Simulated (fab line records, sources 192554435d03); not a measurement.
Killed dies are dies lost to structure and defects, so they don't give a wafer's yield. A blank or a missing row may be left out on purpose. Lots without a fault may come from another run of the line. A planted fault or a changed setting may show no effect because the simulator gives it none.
Split-lot experiment | flow n5_finfet | 7 lots, 39 wafers read, on a route of 1938 steps

THE SPLIT
At N5_MIM_BOT_ETCH_ETCH_04 (etches SiNx in CF4/O2, target depth 26 nm, time 13 s), the setting time_s was moved away from the recipe's 13 s on 15 of the 39 wafers read, by +15.3% to +58.5%. The other wafers ran this setting at the recipe's value.

The reading is taken at the split's own step.

THE READING
etch.depth_nm (the simulator's own value, which no gauge read), in nm, at N5_MIM_BOT_ETCH_ETCH_04 (etches SiNx in CF4/O2, target depth 26 nm, time 13 s). The file gives no usual value for it. The 24 wafers here that ran the recipe average 25.93 nm, standard deviation 0.54 nm.

wafer  | tool, chamber at the split | time_s as run, s | against the recipe | etch.depth_nm, nm | against lot-mates on the recipe
L075.1 | rie_diel-01, 2             | 19.89            | +53.0%             | 39.67             | +13.27
L075.2 | rie_diel-01, 1             | 13               | recipe             | 26.37             | -
L075.3 | rie_diel-01, 0             | 13               | recipe             | 26.19             | -
L075.4 | rie_diel-01, 3             | 13               | recipe             | 26.64             | -
L075.5 | rie_diel-01, 2             | 19.89            | +53.0%             | 39.52             | +13.12
L075.6 | rie_diel-01, 1             | 19.89            | +53.0%             | 40.73             | +14.33
L078.1 | rie_diel-01, 2             | 13               | recipe             | 26.18             | -
L078.2 | rie_diel-01, 0             | 13               | recipe             | 26.06             | -
L078.3 | rie_diel-01, 3             | 15.13            | +16.4%             | 31.43             | +5.14
L078.4 | rie_diel-01, 1             | 15.13            | +16.4%             | 31.18             | +4.89
L078.5 | rie_diel-01, 0             | 15.13            | +16.4%             | 30.47             | +4.18
L078.6 | rie_diel-01, 1             | 13               | recipe             | 26.64             | -
L084.1 | rie_diel-01, 1             | 13               | recipe             | 26.37             | -
L084.2 | rie_diel-01, 2             | 14.99            | +15.3%             | 29.79             | +3.53
L084.3 | rie_diel-01, 3             | 13               | recipe             | 26.42             | -
L084.4 | rie_diel-01, 0             | 14.99            | +15.3%             | 29.95             | +3.69
L084.5 | rie_diel-01, 1             | 13               | recipe             | 26                | -
L084.6 | rie_diel-01, 0             | 14.99            | +15.3%             | 30.34             | +4.08
L086.3 | rie_diel-04, 1             | 13               | recipe             | 26.81             | -
L086.4 | rie_diel-04, 3             | 13               | recipe             | 25.23             | -
L086.6 | rie_diel-04, 3             | 13               | recipe             | 25.27             | -
L088.1 | rie_diel-04, 3             | 13               | recipe             | 25.08             | -
L088.2 | rie_diel-04, 1             | 20.6             | +58.5%             | 42.14             | +16.77
L088.3 | rie_diel-04, 0             | 13               | recipe             | 26                | -
L088.4 | rie_diel-04, 1             | 20.6             | +58.5%             | 41.94             | +16.57
L088.5 | rie_diel-04, 3             | 13               | recipe             | 25.03             | -
L088.6 | rie_diel-04, 0             | 20.6             | +58.5%             | 41.09             | +15.72
L089.1 | rie_diel-04, 3             | 13               | recipe             | 25.29             | -
L089.2 | rie_diel-04, 2             | 13               | recipe             | 26.42             | -
L089.3 | rie_diel-04, 1             | 19.75            | +51.9%             | 40.83             | +15.11
L089.4 | rie_diel-04, 0             | 19.75            | +51.9%             | 39.72             | +14.00
L089.5 | rie_diel-04, 2             | 19.75            | +51.9%             | 39.87             | +14.15
L089.6 | rie_diel-04, 3             | 13               | recipe             | 25.44             | -
L093.1 | rie_diel-04, 1             | 13               | recipe             | 26.58             | -
L093.2 | rie_diel-04, 2             | 13               | recipe             | 25.85             | -
L093.3 | rie_diel-04, 3             | 13               | recipe             | 25.33             | -
L093.4 | rie_diel-04, 0             | 13               | recipe             | 25.95             | -
L093.5 | rie_diel-04, 3             | 13               | recipe             | 25.43             | -
L093.6 | rie_diel-04, 2             | 13               | recipe             | 25.81             | -

THE FIT
A straight line over all 39 wafers: etch.depth_nm changes by +0.27 nm for each +1% of time_s; r = +1.00; the points scatter about the line by 0.56 nm.
The same after taking each lot's own level away (the mean of its wafers on the recipe; 39 wafers): +0.272 nm for each +1%; r = +1.00; scatter 0.54 nm.
On that fit, the largest move of time_s shifts the reading by 16 nm.
The lots' own levels span 25.370 to 26.400 nm, that is 1.9 times the standard deviation above.
So the lot-to-lot level changes the slope little: the two slopes agree.
Check: with one of the wafers moved furthest among these (+58.5%) left out of the fit, the line predicts +15.8 nm for it against its lot-mates. It came out at +16.8 nm against them.

OTHER SPLITS ON THESE WAFERS
These wafers also went through other splits before the reading. Each is held against what the fit with the lots' levels taken away leaves over:
other split on the same wafers            | wafers away from the commonest value | r with etch.depth_nm (lot level and that fit taken away)
N5_BEOL_M9_ILD_DEP_00 target_thk_a        | 15                                   | +0.07
N5_BEOL_M10_TRENCH_ETCH_37 target_depth_a | 12                                   | -0.04
N5_BEOL_M12_DEP_53 target_thk_a           | 18                                   | -0.29

THE FILE'S OWN FIT
etch.depth_nm changes by +0.272 nm for each +1% of time_s, r = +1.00.
